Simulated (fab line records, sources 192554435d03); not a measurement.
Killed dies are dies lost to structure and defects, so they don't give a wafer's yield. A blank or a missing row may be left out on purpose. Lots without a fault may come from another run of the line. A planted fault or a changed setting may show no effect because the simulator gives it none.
Split-lot experiment | flow n5_finfet | 7 lots, 21 wafers read, on a route of 1938 steps

THE SPLIT
At N5_MOL_CONTACT_COAG_COAT_34 (resist thk 40 nm), the setting spin_rpm was moved away from the recipe's 1500 rpm on 8 of the 21 wafers read, by -10.3% to -4.1%. The other wafers ran this setting at the recipe's value.

FROM THE SPLIT TO THE READING: what the file shows between them, 3 steps
- N5_MOL_CONTACT_COAG_EBR_36
- N5_MOL_CONTACT_COAG_SOFTBAKE_35: time 60 s
- N5_MOL_CONTACT_COAG_DESCUM_45: chemistry O2, time 7 s

THE READING
CAR-EUV_of_MOL_CONTACT_COAG_COAT_34.thk_nm (the simulator's own value, which no gauge read), in nm, at N5_MOL_CONTACT_COAG_ETCH_65 (etches underlayer in N2/H2, target depth 13 nm, time 10.4 s). The file gives no usual value for it. The 13 wafers here that ran the recipe average 24.8 nm, standard deviation 0.18 nm.

wafer  | tool, chamber at the split | spin_rpm as run, rpm | against the recipe | CAR-EUV_of_MOL_CONTACT_COAG_COAT_34.thk_nm, nm | against lot-mates on the recipe
L074.1 | litho_track-04, 0          | 1438                 | -4.1%              | 25.4                                           | +0.8
L074.2 | litho_track-04, 0          | 1438                 | -4.1%              | 25.4                                           | +0.8
L074.5 | litho_track-04, 0          | 1500                 | recipe             | 24.6                                           | -
L075.1 | litho_track-02, 0          | 1500                 | recipe             | 24.8                                           | -
L075.2 | litho_track-02, 0          | 1371                 | -8.6%              | 26.6                                           | +1.9
L075.6 | litho_track-02, 0          | 1500                 | recipe             | 24.6                                           | -
L079.4 | litho_track-01, 0          | 1500                 | recipe             | 24.8                                           | -
L079.5 | litho_track-01, 0          | 1500                 | recipe             | 24.8                                           | -
L079.6 | litho_track-01, 0          | 1500                 | recipe             | 25                                             | -
L080.1 | litho_track-02, 0          | 1500                 | recipe             | 24.6                                           | -
L080.4 | litho_track-02, 0          | 1500                 | recipe             | 24.8                                           | -
L080.5 | litho_track-02, 0          | 1500                 | recipe             | 24.8                                           | -
L085.1 | litho_track-01, 0          | 1346                 | -10.3%             | 26.8                                           | +2.2
L085.3 | litho_track-01, 0          | 1346                 | -10.3%             | 26.8                                           | +2.2
L085.6 | litho_track-01, 0          | 1500                 | recipe             | 24.6                                           | -
L087.1 | litho_track-02, 0          | 1500                 | recipe             | 25                                             | -
L087.3 | litho_track-02, 0          | 1430                 | -4.7%              | 25.8                                           | +0.7
L087.5 | litho_track-02, 0          | 1500                 | recipe             | 25.2                                           | -
L096.1 | litho_track-02, 0          | 1351                 | -9.9%              | 27                                             | +2.2
L096.3 | litho_track-02, 0          | 1351                 | -9.9%              | 27                                             | +2.2
L096.4 | litho_track-02, 0          | 1500                 | recipe             | 24.8                                           | -

THE FIT
A straight line over all 21 wafers: CAR-EUV_of_MOL_CONTACT_COAG_COAT_34.thk_nm changes by -0.206 nm for each +1% of spin_rpm; r = -0.98; the points scatter about the line by 0.18 nm.
The same after taking each lot's own level away (the mean of its wafers on the recipe; 21 wafers): -0.216 nm for each +1%; r = -0.99; scatter 0.1 nm.
On that fit, the largest move of spin_rpm shifts the reading by 2.2 nm.
The lots' own levels span 24.60 to 25.10 nm, that is 2.9 times the standard deviation above.
So the lot-to-lot level changes the slope little: the two slopes agree.
Check: with one of the wafers moved furthest among these (-10.3%) left out of the fit, the line predicts +2.2 nm for it against its lot-mates. It came out at +2.2 nm against them.

OTHER SPLITS ON THESE WAFERS
These wafers also went through other splits before the reading. Each is held against what the fit with the lots' levels taken away leaves over:
other split on the same wafers       | wafers away from the commonest value | r with CAR-EUV_of_MOL_CONTACT_COAG_COAT_34.thk_nm (lot level and that fit taken away)
N5_DUMMY_GATE_ETCH_31 target_depth_a | 6                                    | +0.28
N5_SD_EPI_N_DESCUM_14 time_s         | 8                                    | -0.31
N5_HKMG_FIN_HK_ALD_01 ald_cycles     | 6                                    | -0.10
N5_HKMG_FIN_EXPOSE_46 dose_mj        | 3                                    | +0.32
N5_HKMG_FIN_ETCH_55 bias_w           | 6                                    | -0.18
N5_GATE_CUT_ETCH_58 source_w         | 6                                    | +0.01

THE WHOLE CHAIN: every reading that the file lists as answering this split, in the file's order
step                        | what it does                                                | reading                                                                                     | change (the file's fit)               | r (the file's)
N5_MOL_CONTACT_COAG_COAT_34 | resist thk 40 nm                                            | CAR-EUV_of_MOL_CONTACT_COAG_COAT_34.thk_nm (the simulator's own value, which no gauge read) | -0.217 nm for each +1% of the setting | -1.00
N5_MOL_CONTACT_COAG_ETCH_65 | etches underlayer in N2/H2, target depth 13 nm, time 10.4 s | CAR-EUV_of_MOL_CONTACT_COAG_COAT_34.thk_nm (the simulator's own value, which no gauge read) | -0.213 nm for each +1% of the setting | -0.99

THE FILE'S OWN FIT
CAR-EUV_of_MOL_CONTACT_COAG_COAT_34.thk_nm changes by -0.213 nm for each +1% of spin_rpm, r = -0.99.
